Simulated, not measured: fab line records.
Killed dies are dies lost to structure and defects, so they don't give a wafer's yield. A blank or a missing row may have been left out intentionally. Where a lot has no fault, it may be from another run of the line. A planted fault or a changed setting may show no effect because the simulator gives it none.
Chamber matching / flow nandHarc / pecvd-03 running NHARC_A_CHANNEL_HOLE_D2_DEP_01: 3 sister chambers
The step deposits SiON, target thk 140 nm. 18 wafers are shown with their chamber, then 9 later ones without.

## WAFERS, EACH WITH ITS CHAMBER
wafer=L074.1; chamber=1; heaterPowerW (W)=837
wafer=L074.2; chamber=2; heaterPowerW (W)=869
wafer=L074.5; chamber=0; heaterPowerW (W)=714
wafer=L076.1; chamber=2; heaterPowerW (W)=805
wafer=L076.2; chamber=1; heaterPowerW (W)=748
wafer=L076.3; chamber=0; heaterPowerW (W)=781
wafer=L076.4; chamber=2; heaterPowerW (W)=802
wafer=L076.5; chamber=0; heaterPowerW (W)=781
wafer=L076.6; chamber=1; heaterPowerW (W)=768
wafer=L078.1; chamber=2; heaterPowerW (W)=732
wafer=L078.3; chamber=0; heaterPowerW (W)=704
wafer=L078.5; chamber=2; heaterPowerW (W)=763
wafer=L082.2; chamber=1; heaterPowerW (W)=831
wafer=L082.3; chamber=2; heaterPowerW (W)=783
wafer=L082.4; chamber=2; heaterPowerW (W)=800
wafer=L083.2; chamber=0; heaterPowerW (W)=800
wafer=L083.4; chamber=0; heaterPowerW (W)=794
wafer=L083.6; chamber=2; heaterPowerW (W)=846

SIGNATURES, as means of the wafers listed above
reading=heaterPowerW; chamber 0=762.33; chamber 1=796.00; chamber 2=800.00; scatter within a chamber=43.2
Rule: for a wafer and a chamber, the distance is found by dividing, reading by reading, the gap between the wafer's reading and the chamber's mean by the reading's scatter, squaring, summing and taking the root. If the next closest chamber is less than 2 further off than the closest, the wafer can't be placed; otherwise it belongs to the closest. The scatter: the root of (the sum of the squares of (reading less its chamber's mean) over the shown wafers, divided by (wafers less chambers)).

## WAFERS WITH NO CHAMBER GIVEN
wafer=L085.1; heaterPowerW (W)=740
wafer=L085.5; heaterPowerW (W)=784
wafer=L085.6; heaterPowerW (W)=814
wafer=L092.4; heaterPowerW (W)=882
wafer=L092.5; heaterPowerW (W)=915
wafer=L092.6; heaterPowerW (W)=819
wafer=L095.1; heaterPowerW (W)=801
wafer=L095.2; heaterPowerW (W)=844
wafer=L095.4; heaterPowerW (W)=790

## THE CHAMBER EACH PASSED THROUGH
wafer=L085.1; from the rows above=can't be placed: 0 or 1 or 2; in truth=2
wafer=L085.5; from the rows above=can't be placed: 1 or 2 or 0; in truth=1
wafer=L085.6; from the rows above=can't be placed: 2 or 1 or 0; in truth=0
wafer=L092.4; from the rows above=can't be placed: 2 or 1 or 0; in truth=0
wafer=L092.5; from the rows above=can't be placed: 2 or 1 or 0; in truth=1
wafer=L092.6; from the rows above=can't be placed: 2 or 1 or 0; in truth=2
wafer=L095.1; from the rows above=can't be placed: 2 or 1 or 0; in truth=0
wafer=L095.2; from the rows above=can't be placed: 2 or 1 or 0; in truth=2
wafer=L095.4; from the rows above=can't be placed: 1 or 2 or 0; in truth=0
Correctly placed: 0 of 9. Unplaceable from these rows: 9, with the true chamber sitting among the candidates in 9. Wrongly placed: 0.
